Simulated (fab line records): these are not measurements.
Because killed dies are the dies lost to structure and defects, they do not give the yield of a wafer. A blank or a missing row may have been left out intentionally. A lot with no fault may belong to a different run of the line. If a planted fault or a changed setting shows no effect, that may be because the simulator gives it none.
fab line records + flow n5Finfet + part 2 of 2: steps 4 to 6 of 6
[record]
- lots = 23
- wafers = 69
- lastDay = 17
route steps=1938 shown BEOL_M4@1060 BEOL_M5@1112
lots with no fault: from the same line, run without faults
startH: hours from the record's first day to the start of the lot's first wafer shown + waitH: how many hours have passed since the lot's step before this one + " repeats the value in the row above + L1.1+2: one row covering several wafers at once + - no value, or no start given + * or withheld: withheld + < > ~ a bound
route shown NAME@n: NAME is a module with steps in the file, n the number in the route of the first one + usual: the fault-free wafers' mean and standard deviation + same: alike in all rows + chamber/n: place in a boat + sites: the reading at each site + _std_site: the standard deviation of these + _edge_site: outer sites' mean less inner sites' + radiusMm: for every site, how far away it sits from the centre of the wafer + mask NAME#n: copy n + behind: tool/chamber where the wafer was last shaped + hold: what put the lot on hold/how long, in hours/how the hold closed + device: which transistor (n, p or np) failed to switch + end of line: the tests these same wafers got at the end of their route + where a step has no rows: the recipe by itself + killed: count of dies lost to structure and defects at first sort (not the wafer's yield) + map: dies across one wafer; x = killed, . = not, _ = none there
set.NAME: the setting the step ran with; set.NAME@STEP: the setting that earlier step ran with + model.NAME: the simulator's own value behind a step, which no gauge read
steps of the route over a sample of lots; a table a step, a row a wafer
services: from which hour (startH, from the record's first day; less than 0 if before it) a tool's chamber was out of use, for how many hours, and why
[[steps]]
[step N5_BEOL_M4_STRIP_36]
[recipe]
- chemistry = N2/H2
- powerW = 450
- tempC = 40
- pressureMtorr = 20
- rfFrequencyHz = 6e+07
- overashFraction = 0.3
- biasPowerW = 7
- h2Frac = 0.5
- n2FlowSccm = 200
- h2FlowSccm = 200
[usual]
- drypumpMotorCurrentA = 5.7/0.32
- oesProductAu = 0.78/0.076
- powerW = 449.9/1.4
- rfVppV = 59.3/1.4
- showerheadPlenumPTorr = 2.56/0.07
- throttleValvePct = 23.6/0.3
| lot.wafer | tool       | chamber | startH | waitH | drypumpMotorCurrentA | oesProductAu | powerW | rfHoursCounterH | rfVppV | showerheadPlenumPTorr | throttleValvePct |
|-----------|------------|---------|--------|-------|----------------------|--------------|--------|-----------------|--------|-----------------------|------------------|
| L074.2    | rieDiel-06 | 1       | 160.40 | 0.0   | 5.9                  | 0.68         | 450.2  | 245             | 60.5   | 2.60                  | 23.7             |
| L074.3    | "          | 3       | "      | "     | 6.1                  | 0.82         | 450.8  | 93              | 58.4   | 2.56                  | 23.3             |
| L074.4    | "          | 1       | "      | "     | 5.9                  | 0.68         | 450.9  | -               | 58.9   | 2.60                  | 23.7             |
| L075.1    | rieDiel-04 | 0       | 164.25 | 0.0   | 6.2                  | 0.88         | 452.5  | 38              | 60.1   | 2.60                  | 23.7             |
| L075.5    | "          | 2       | "      | "     | 5.5                  | 0.72         | 448.1  | -               | 59.9   | 2.64                  | 23.5             |
| L075.6    | "          | 1       | "      | "     | 5.4                  | 0.69         | 451.2  | -               | 59.1   | 2.50                  | 23.2             |
| L076.3    | rieDiel-06 | 2       | 164.35 | 0.0   | 5.7                  | 0.83         | 448.5  | 79              | 58.5   | 2.55                  | 23.6             |
| L076.4    | "          | 1       | "      | "     | 5.9                  | 0.67         | 450.7  | -               | 61.4   | 2.60                  | 23.7             |
| L076.6    | "          | 3       | "      | "     | 6.0                  | 0.81         | 450.2  | -               | 58.1   | 2.56                  | 23.3             |
| L078.1    | rieDiel-01 | 2       | 187.24 | 0.0   | 5.8                  | 0.67         | 448.2  | 246             | 59.2   | 2.40                  | 24.1             |
| L078.5    | "          | 3       | "      | "     | 5.6                  | 0.84         | 449.4  | -               | 60.4   | 2.57                  | 23.8             |
| L078.6    | "          | 2       | "      | "     | 5.8                  | 0.67         | 450.2  | -               | 58.8   | 2.40                  | 24.1             |
| L077.3    | rieDiel-01 | 3       | 189.55 | 0.0   | 5.5                  | 0.83         | 449.5  | 69              | 58.3   | 2.57                  | 23.8             |
| L077.4    | "          | 2       | "      | "     | 5.8                  | 0.68         | 450.4  | 247             | 59.5   | 2.40                  | 24.1             |
| L077.6    | "          | 3       | "      | "     | 5.5                  | 0.84         | 450.0  | -               | 59.4   | 2.57                  | 23.8             |
| L079.2    | rieDiel-01 | 0       | 191.05 | 0.0   | 5.2                  | 0.86         | 449.4  | 38              | 60.9   | 2.62                  | 23.8             |
| L079.4    | "          | 3       | "      | "     | 5.5                  | 0.84         | 449.7  | 69              | 61.2   | 2.57                  | 23.8             |
| L079.6    | "          | 3       | "      | "     | 5.5                  | 0.83         | 449.3  | -               | 57.0   | 2.57                  | 23.8             |
| L080.4    | rieDiel-04 | 3       | 206.71 | 0.0   | 6.2                  | 0.79         | 448.8  | -               | 58.1   | 2.44                  | 23.3             |
| L080.5    | "          | 0       | "      | "     | 6.2                  | 0.88         | 450.7  | -               | 59.3   | 2.59                  | 23.7             |
| L080.6    | "          | 2       | "      | "     | 5.5                  | 0.71         | 449.5  | -               | 59.0   | 2.63                  | 23.5             |
| L083.1    | rieDiel-04 | 2       | 210.03 | 0.0   | 5.5                  | 0.70         | 450.4  | 205             | 59.9   | 2.63                  | 23.5             |
| L083.3    | "          | 0       | "      | "     | 6.2                  | 0.85         | 450.7  | 54              | 59.3   | 2.59                  | 23.7             |
| L083.5    | "          | 3       | "      | "     | 6.2                  | 0.79         | 451.0  | -               | 59.1   | 2.44                  | 23.3             |
| L082.1    | rieDiel-01 | 3       | 215.71 | 0.0   | 5.5                  | 0.82         | 452.5  | 80              | 58.6   | 2.57                  | 23.8             |
| L082.3    | "          | 1       | "      | "     | 5.6                  | 0.73         | 447.4  | 209             | 57.8   | 2.63                  | 24.3             |
| L082.5    | "          | 1       | "      | "     | 5.6                  | 0.73         | 450.7  | -               | 58.6   | 2.63                  | 24.4             |
| L084.3    | rieDiel-06 | 2       | 223.25 | 0.0   | 5.7                  | 0.81         | 449.5  | 104             | 57.2   | 2.54                  | 23.6             |
| L084.4    | "          | 3       | "      | "     | 6.0                  | 0.81         | 451.1  | -               | 58.9   | 2.55                  | 23.4             |
| L084.5    | "          | 0       | "      | "     | 5.6                  | 0.81         | 450.8  | -               | 59.0   | 2.50                  | 23.7             |
| L085.1    | rieDiel-04 | 3       | 225.87 | 0.0   | 6.2                  | 0.76         | 450.0  | 96              | 60.6   | 2.44                  | 23.3             |
| L085.4    | "          | 0       | "      | "     | 6.2                  | 0.86         | 449.4  | 60              | 60.0   | 2.59                  | 23.7             |
| L085.5    | "          | 2       | "      | "     | 5.5                  | 0.69         | 450.3  | -               | 59.7   | 2.63                  | 23.5             |
| L086.2    | rieDiel-04 | 1       | 241.29 | 0.0   | 5.4                  | 0.68         | 451.3  | 232             | 59.6   | 2.49                  | 23.2             |
| L086.5    | "          | 2       | "      | "     | 5.5                  | 0.69         | 450.6  | -               | 60.8   | 2.62                  | 23.5             |
| L086.6    | "          | 1       | "      | "     | 5.4                  | 0.68         | 452.9  | -               | 58.6   | 2.49                  | 23.2             |
| L088.2    | rieDiel-06 | 0       | 241.30 | 0.0   | 5.6                  | 0.81         | 449.2  | 74              | 57.7   | 2.49                  | 23.7             |
| L088.4    | "          | 3       | "      | "     | 6.0                  | 0.79         | 452.3  | 124             | 58.2   | 2.55                  | 23.4             |
| L088.6    | "          | 2       | "      | "     | 5.6                  | 0.80         | 447.9  | -               | 58.3   | 2.54                  | 23.6             |
| L087.1    | rieDiel-01 | 2       | 249.10 | 0.0   | 5.9                  | 0.92         | 450.0  | 13              | 60.8   | 2.71                  | 23.9             |
| L087.4    | "          | 1       | "      | "     | 5.6                  | 0.72         | 450.6  | 222             | 61.2   | 2.63                  | 24.4             |
| L087.5    | "          | 3       | "      | "     | 5.5                  | 0.81         | 447.9  | -               | 60.2   | 2.56                  | 23.8             |
| L090.3    | rieDiel-06 | 0       | 257.91 | 0.0   | 5.5                  | 0.81         | 451.2  | 79              | 58.2   | 2.49                  | 23.7             |
| L090.5    | "          | 3       | "      | "     | 6.0                  | 0.78         | 450.8  | -               | 57.6   | 2.54                  | 23.4             |
| L090.6    | "          | 2       | "      | "     | 5.7                  | 0.80         | 450.0  | -               | 60.5   | 2.53                  | 23.7             |
| L089.2    | rieDiel-04 | 3       | 259.08 | 0.0   | 6.2                  | 0.77         | 448.8  | 108             | 58.8   | 2.43                  | 23.3             |
| L089.4    | "          | 2       | "      | "     | 5.5                  | 0.68         | 449.7  | 223             | 62.9   | 2.62                  | 23.5             |
| L089.6    | "          | 0       | "      | "     | 6.2                  | 0.83         | 448.6  | -               | 60.0   | 2.58                  | 23.7             |
| L092.3    | rieDiel-06 | 1       | 259.36 | 0.0   | 5.9                  | 0.97         | 449.8  | 9               | 57.3   | 2.59                  | 23.4             |
| L092.4    | "          | 2       | "      | "     | 5.7                  | 0.79         | 451.2  | 116             | 59.9   | 2.53                  | 23.6             |
| L092.5    | "          | 3       | "      | "     | 6.0                  | 0.80         | 449.6  | -               | 57.3   | 2.54                  | 23.4             |
| L091.1    | rieDiel-04 | 2       | 262.66 | 0.0   | 5.5                  | 0.69         | 450.0  | 224             | 57.4   | 2.62                  | 23.5             |
| L091.2    | "          | 0       | "      | "     | 6.2                  | 0.84         | 451.3  | 71              | 61.2   | 2.58                  | 23.7             |
| L091.6    | "          | 2       | "      | "     | 5.5                  | 0.69         | 448.6  | -               | 58.1   | 2.62                  | 23.5             |
| L093.2    | rieDiel-01 | 1       | 276.15 | 0.0   | 5.6                  | 0.72         | 449.3  | 232             | 61.0   | 2.62                  | 24.4             |
| L093.4    | "          | 0       | "      | "     | 5.1                  | 0.81         | 449.3  | 70              | 56.9   | 2.61                  | 23.9             |
| L093.5    | "          | 2       | "      | "     | 5.9                  | 0.90         | 450.6  | -               | 60.0   | 2.71                  | 23.9             |
| L095.1    | rieDiel-04 | 1       | 285.90 | 0.0   | 5.5                  | 0.66         | 450.2  | 249             | 57.6   | 2.49                  | 23.2             |
| L095.4    | "          | 1       | "      | "     | 5.4                  | 0.67         | 450.0  | -               | 58.4   | 2.49                  | 23.2             |
| L095.5    | "          | 3       | "      | "     | 6.1                  | 0.74         | 449.3  | -               | 60.5   | 2.43                  | 23.3             |
| L094.1    | rieDiel-06 | 1       | 289.61 | 0.0   | 6.0                  | 0.94         | 448.5  | 20              | 59.6   | 2.58                  | 23.4             |
| L094.2    | "          | 0       | "      | "     | 5.5                  | 0.78         | 450.2  | 91              | 59.1   | 2.49                  | 23.7             |
| L094.4    | "          | 3       | "      | "     | 6.1                  | 0.78         | 450.9  | 140             | 59.8   | 2.54                  | 23.4             |
| L096.1    | rieDiel-06 | 3       | 301.96 | 0.0   | 6.0                  | 0.77         | 449.4  | 144             | 57.2   | 2.54                  | 23.4             |
| L096.2    | "          | 1       | "      | "     | 5.9                  | 0.93         | 448.5  | 24              | 60.7   | 2.58                  | 23.3             |
| L096.3    | "          | 0       | "      | "     | 5.6                  | 0.78         | 447.8  | 95              | 58.6   | 2.49                  | 23.7             |
| L097.1    | rieDiel-01 | 2       | 302.08 | 0.0   | 5.9                  | 0.89         | 451.7  | 33              | 57.8   | 2.70                  | 23.9             |
| L097.2    | "          | 0       | "      | "     | 5.1                  | 0.80         | 451.3  | 79              | 60.6   | 2.61                  | 23.9             |
| L097.6    | "          | 0       | "      | "     | 5.1                  | 0.80         | 447.5  | -               | 59.7   | 2.61                  | 23.9             |
[step N5_BEOL_M4_OCD_MEAS_38]
[usual]
- trenchDepthNm = 55.6/1.5
| lot.wafer | tool   | chamber | startH | waitH | trenchDepthNm |
|-----------|--------|---------|--------|-------|---------------|
| L074.2    | ocd-02 | -       | 160.60 | -     | 55.3          |
| L074.3    | "      | -       | "      | "     | 54.0          |
| L074.4    | "      | -       | "      | "     | 55.6          |
| L075.1    | ocd-01 | -       | 164.44 | -     | 57.6          |
| L075.5    | "      | -       | "      | "     | 57.5          |
| L075.6    | "      | -       | "      | "     | 54.1          |
| L076.3    | ocd-01 | -       | 164.55 | -     | 57.9          |
| L076.4    | "      | -       | "      | "     | 55.5          |
| L076.6    | "      | -       | "      | "     | 54.1          |
| L078.1    | ocd-02 | -       | 187.43 | -     | 54.3          |
| L078.5    | "      | -       | "      | "     | 55.6          |
| L078.6    | "      | -       | "      | "     | 53.9          |
| L077.3    | ocd-01 | -       | 189.74 | -     | 54.9          |
| L077.4    | "      | -       | "      | "     | 53.7          |
| L077.6    | "      | -       | "      | "     | 54.3          |
| L079.2    | ocd-01 | -       | 191.25 | -     | 57.7          |
| L079.4    | "      | -       | "      | "     | 55.5          |
| L079.6    | "      | -       | "      | "     | 55.8          |
| L080.4    | ocd-02 | -       | 206.89 | -     | 54.8          |
| L080.5    | "      | -       | "      | "     | 58.0          |
| L080.6    | "      | -       | "      | "     | 56.5          |
| L083.1    | ocd-02 | -       | 210.22 | -     | 55.9          |
| L083.3    | "      | -       | "      | "     | 56.7          |
| L083.5    | "      | -       | "      | "     | 54.3          |
| L082.1    | ocd-02 | -       | 215.90 | -     | 54.9          |
| L082.3    | "      | -       | "      | "     | 55.0          |
| L082.5    | "      | -       | "      | "     | 54.8          |
| L084.3    | ocd-01 | -       | 223.45 | -     | 57.5          |
| L084.4    | "      | -       | "      | "     | 55.0          |
| L084.5    | "      | -       | "      | "     | 54.1          |
| L085.1    | ocd-02 | -       | 226.06 | -     | 53.5          |
| L085.4    | "      | -       | "      | "     | 56.9          |
| L085.5    | "      | -       | "      | "     | 56.0          |
| L086.2    | ocd-01 | -       | 241.49 | -     | 53.8          |
| L086.5    | "      | -       | "      | "     | 55.9          |
| L086.6    | "      | -       | "      | "     | 53.7          |
| L088.2    | ocd-02 | -       | 241.49 | -     | 54.5          |
| L088.4    | "      | -       | "      | "     | 54.4          |
| L088.6    | "      | -       | "      | "     | 57.4          |
| L087.1    | ocd-01 | -       | 249.29 | -     | 54.7          |
| L087.4    | "      | -       | "      | "     | 54.8          |
| L087.5    | "      | -       | "      | "     | 55.6          |
| L090.3    | ocd-02 | -       | 258.10 | -     | 54.2          |
| L090.5    | "      | -       | "      | "     | 54.2          |
| L090.6    | "      | -       | "      | "     | 57.2          |
| L089.2    | ocd-01 | -       | 259.28 | -     | 54.7          |
| L089.4    | "      | -       | "      | "     | 56.8          |
| L089.6    | "      | -       | "      | "     | 57.4          |
| L092.3    | ocd-02 | -       | 259.55 | -     | 59.3          |
| L092.4    | "      | -       | "      | "     | 57.5          |
| L092.5    | "      | -       | "      | "     | 54.9          |
| L091.1    | ocd-02 | -       | 262.85 | -     | 57.1          |
| L091.2    | "      | -       | "      | "     | 56.5          |
| L091.6    | "      | -       | "      | "     | 56.0          |
| L093.2    | ocd-02 | -       | 276.35 | -     | 55.3          |
| L093.4    | "      | -       | "      | "     | 56.1          |
| L093.5    | "      | -       | "      | "     | 53.8          |
| L095.1    | ocd-02 | -       | 286.09 | -     | 54.3          |
| L095.4    | "      | -       | "      | "     | 55.0          |
| L095.5    | "      | -       | "      | "     | 54.2          |
| L094.1    | ocd-01 | -       | 289.80 | -     | 58.7          |
| L094.2    | "      | -       | "      | "     | 53.6          |
| L094.4    | "      | -       | "      | "     | 55.5          |
| L096.1    | ocd-02 | -       | 302.15 | -     | 54.7          |
| L096.2    | "      | -       | "      | "     | 58.4          |
| L096.3    | "      | -       | "      | "     | 55.0          |
| L097.1    | ocd-01 | -       | 302.27 | -     | 54.1          |
| L097.2    | "      | -       | "      | "     | 55.7          |
| L097.6    | "      | -       | "      | "     | 55.6          |
[step N5_BEOL_M5_ILD_DEP_00]
[recipe]
- material = SiCOH_lowk
- targetThkA = 1406.4
- tempC = 300
- precursor = DEMS/porogen
- pressureTorr = 5
- rfW = 500
- timeS = 25.9
[usual]
- heaterPowerW = 332/60
- showerheadPlenumPTorr = 5.740/0.022
- showerheadVppV = 1394/88
- throttleValvePct = 13.7/0.73
[same]
- timeS = 25.9
| lot.wafer | tool     | chamber | startH | waitH | heaterPowerW | showerheadPlenumPTorr | showerheadVppV | throttleValvePct |
|-----------|----------|---------|--------|-------|--------------|-----------------------|----------------|------------------|
| L074.2    | pecvd-03 | 0       | 165.50 | 0.7   | 334          | 5.755                 | 1555           | 12.6             |
| L074.3    | "        | 2       | "      | "     | 219          | 5.740                 | 1398           | 13.1             |
| L074.4    | "        | 2       | "      | "     | 230          | 5.734                 | 1405           | 13.0             |
| L076.3    | pecvd-01 | 1       | 169.58 | 0.5   | 422          | 5.708                 | 1413           | 13.5             |
| L076.4    | "        | 2       | "      | "     | 337          | 5.686                 | 1355           | 12.7             |
| L076.6    | "        | 0       | "      | "     | 338          | 5.758                 | 1490           | 13.6             |
| L075.1    | pecvd-03 | 0       | 169.71 | 0.8   | 341          | 5.753                 | 1550           | 12.8             |
| L075.5    | "        | 0       | "      | "     | 338          | 5.750                 | 1529           | 12.7             |
| L075.6    | "        | 2       | "      | "     | 239          | 5.755                 | 1396           | 13.3             |
| L078.1    | pecvd-02 | 2       | 193.69 | 0.8   | 301          | 5.745                 | 1352           | 13.8             |
| L078.5    | "        | 0       | "      | "     | 270          | 5.730                 | 1315           | 14.7             |
| L078.6    | "        | 2       | "      | "     | 291          | 5.745                 | 1364           | 13.7             |
| L077.3    | pecvd-02 | 2       | 195.06 | 0.5   | 315          | 5.746                 | 1377           | 13.9             |
| L077.4    | "        | 1       | "      | "     | 286          | 5.735                 | 1294           | 14.5             |
| L077.6    | "        | 2       | "      | "     | 322          | 5.734                 | 1379           | 13.7             |
| L079.2    | pecvd-03 | 1       | 196.17 | 0.7   | 377          | 5.778                 | 1422           | 14.2             |
| L079.4    | "        | 0       | "      | "     | 296          | 5.763                 | 1591           | 12.7             |
| L079.6    | "        | 2       | "      | "     | 229          | 5.752                 | 1384           | 13.1             |
| L080.4    | pecvd-02 | 0       | 211.72 | 0.4   | 311          | 5.755                 | 1312           | 14.6             |
| L080.5    | "        | 1       | "      | "     | 282          | 5.740                 | 1287           | 14.5             |
| L080.6    | "        | 0       | "      | "     | 312          | 5.729                 | 1302           | 14.5             |
| L083.1    | pecvd-02 | 0       | 216.81 | 0.8   | 346          | 5.726                 | 1304           | 14.6             |
| L083.3    | "        | 0       | "      | "     | 348          | 5.723                 | 1319           | 14.5             |
| L083.5    | "        | 0       | "      | "     | 275          | 5.746                 | 1303           | 14.7             |
| L082.1    | pecvd-02 | 1       | 220.75 | 0.8   | 296          | 5.731                 | 1308           | 14.8             |
| L082.3    | "        | 0       | "      | "     | 298          | 5.756                 | 1314           | 14.5             |
| L082.5    | "        | 0       | "      | "     | 300          | 5.737                 | 1298           | 14.6             |
| L084.3    | pecvd-03 | 2       | 228.43 | 0.5   | 257          | 5.741                 | 1383           | 13.2             |
| L084.4    | "        | 1       | "      | "     | 423          | 5.760                 | 1426           | 14.2             |
| L084.5    | "        | 2       | "      | "     | 258          | 5.753                 | 1399           | 12.8             |
| L085.1    | pecvd-03 | 1       | 231.46 | 0.8   | 406          | 5.775                 | 1432           | 13.9             |
| L085.4    | "        | 2       | "      | "     | 268          | 5.748                 | 1380           | 13.0             |
| L085.5    | "        | 1       | "      | "     | 412          | 5.764                 | 1441           | 14.1             |
| L086.2    | pecvd-01 | 0       | 248.25 | 0.7   | 294          | 5.784                 | 1508           | 13.7             |
| L086.5    | "        | 0       | "      | "     | 306          | 5.764                 | 1503           | 13.8             |
| L086.6    | "        | 2       | "      | "     | 329          | 5.700                 | 1330           | 12.7             |
| L088.2    | pecvd-02 | 0       | 248.28 | 0.7   | 337          | 5.751                 | 1319           | 14.7             |
| L088.4    | "        | 1       | "      | "     | 317          | 5.721                 | 1264           | 14.5             |
| L088.6    | "        | 0       | "      | "     | 329          | 5.728                 | 1304           | 14.8             |
| L087.1    | pecvd-01 | 0       | 254.64 | 0.8   | 325          | 5.759                 | 1510           | 13.7             |
| L087.4    | "        | 2       | "      | "     | 366          | 5.699                 | 1339           | 12.7             |
| L087.5    | "        | 1       | "      | "     | 462          | 5.716                 | 1434           | 13.5             |
| L090.3    | pecvd-01 | 2       | 263.06 | 0.5   | 402          | 5.698                 | 1317           | 12.7             |
| L090.5    | "        | 0       | "      | "     | 343          | 5.756                 | 1504           | 14.2             |
| L090.6    | "        | 2       | "      | "     | 394          | 5.707                 | 1331           | 12.7             |
| L092.3    | pecvd-03 | 1       | 264.90 | 0.5   | 389          | 5.772                 | 1423           | 14.0             |
| L092.4    | "        | 1       | "      | "     | 377          | 5.771                 | 1450           | 14.2             |
| L092.5    | "        | 2       | "      | "     | 217          | 5.757                 | 1417           | 13.2             |
| L089.2    | pecvd-01 | 0       | 265.34 | 0.7   | 327          | 5.774                 | 1499           | 13.9             |
| L089.4    | "        | 0       | "      | "     | 320          | 5.758                 | 1506           | 14.1             |
| L089.6    | "        | 1       | "      | "     | 460          | 5.721                 | 1409           | 13.5             |
| L091.1    | pecvd-02 | 1       | 267.90 | 0.8   | 269          | 5.724                 | 1296           | 14.6             |
| L091.2    | "        | 2       | "      | "     | 288          | 5.744                 | 1349           | 12.6             |
| L091.6    | "        | 1       | "      | "     | 279          | 5.729                 | 1275           | 14.6             |
| L093.2    | pecvd-02 | 0       | 282.08 | 0.7   | 310          | 5.736                 | 1286           | 14.3             |
| L093.4    | "        | 0       | "      | "     | 326          | 5.751                 | 1304           | 14.6             |
| L093.5    | "        | 1       | "      | "     | 246          | 5.738                 | 1284           | 14.4             |
| L095.1    | pecvd-01 | 1       | 291.14 | 0.8   | 472          | 5.705                 | 1422           | 13.1             |
| L095.4    | "        | 2       | "      | "     | 344          | 5.700                 | 1323           | 12.8             |
| L095.5    | "        | 1       | "      | "     | 482          | 5.722                 | 1429           | 13.5             |
| L094.1    | pecvd-03 | 0       | 294.54 | 0.8   | 334          | 5.752                 | 1558           | 13.0             |
| L094.2    | "        | 1       | "      | "     | 402          | 5.757                 | 1445           | 14.3             |
| L094.4    | "        | 2       | "      | "     | 270          | 5.772                 | 1410           | 13.2             |
| L096.1    | pecvd-02 | 0       | 307.22 | 0.8   | 334          | 5.739                 | 1324           | 14.6             |
| L096.2    | "        | 1       | "      | "     | 328          | 5.715                 | 1319           | 14.5             |
| L096.3    | "        | 2       | "      | "     | 349          | 5.746                 | 1364           | 13.0             |
| L097.1    | pecvd-03 | 2       | 307.32 | 0.8   | 232          | 5.771                 | 1396           | 13.3             |
| L097.2    | "        | 0       | "      | "     | 306          | 5.761                 | 1566           | 13.1             |
| L097.6    | "        | 0       | "      | "     | 305          | 5.751                 | 1561           | 12.9             |
[[services]]
| tool       | chamber | startH | hours | kind                        |
|------------|---------|--------|-------|-----------------------------|
| aldSin-01  | 1       | 144.50 | 5.2   | repair                      |
| rieDiel-06 | 0       | 155.65 | 13.1  | repair                      |
| rieDiel-01 | 1       | 173.91 | 5.0   | repair                      |
| aldSin-01  | -       | 177.18 | 14.0  | pm                          |
| rieDiel-06 | 1       | 187.11 | 16.2  | repair                      |
| rieDiel-04 | 1       | 204.77 | 9.1   | repair                      |
| aldSin-01  | -       | 219.33 | 0.9   | repair                      |
| aldSin-01  | 2       | 224.79 | 3.5   | repair                      |
| aldSin-04  | 1       | 226.54 | 1.7   | repair                      |
| aldSin-04  | 3       | 231.17 | 16.1  | repair                      |
| aldSin-01  | -       | 235.40 | 0.5   | repair                      |
| aldSin-04  | 2       | 240.62 | 5.4   | repair                      |
| rieDiel-06 | 3       | 242.09 | 1.5   | repair                      |
| rieDiel-06 | 0       | 242.48 | 1.3   | repair                      |
| pecvd-02   | 0       | 251.39 | 5.1   | repair                      |
| aldSin-03  | -       | 255.48 | 1.8   | repair                      |
| aldSin-03  | 1       | 260.56 | 3.2   | repair                      |
| rieDiel-04 | 0       | 276.72 | 15.8  | repair                      |
| aldSin-01  | 3       | 281.60 | 13.6  | repair                      |
| rieDiel-04 | 3       | 290.02 | 5.1   | repair                      |
| rieDiel-04 | 2       | 293.54 | 9.1   | repair                      |
| pecvd-01   | -       | 297.19 | 1.4   | repair                      |
| rieDiel-04 | 1       | 302.68 | -     | clean                       |
| rieDiel-04 | 1       | 302.68 | -     | consumableReplace:focusRing |
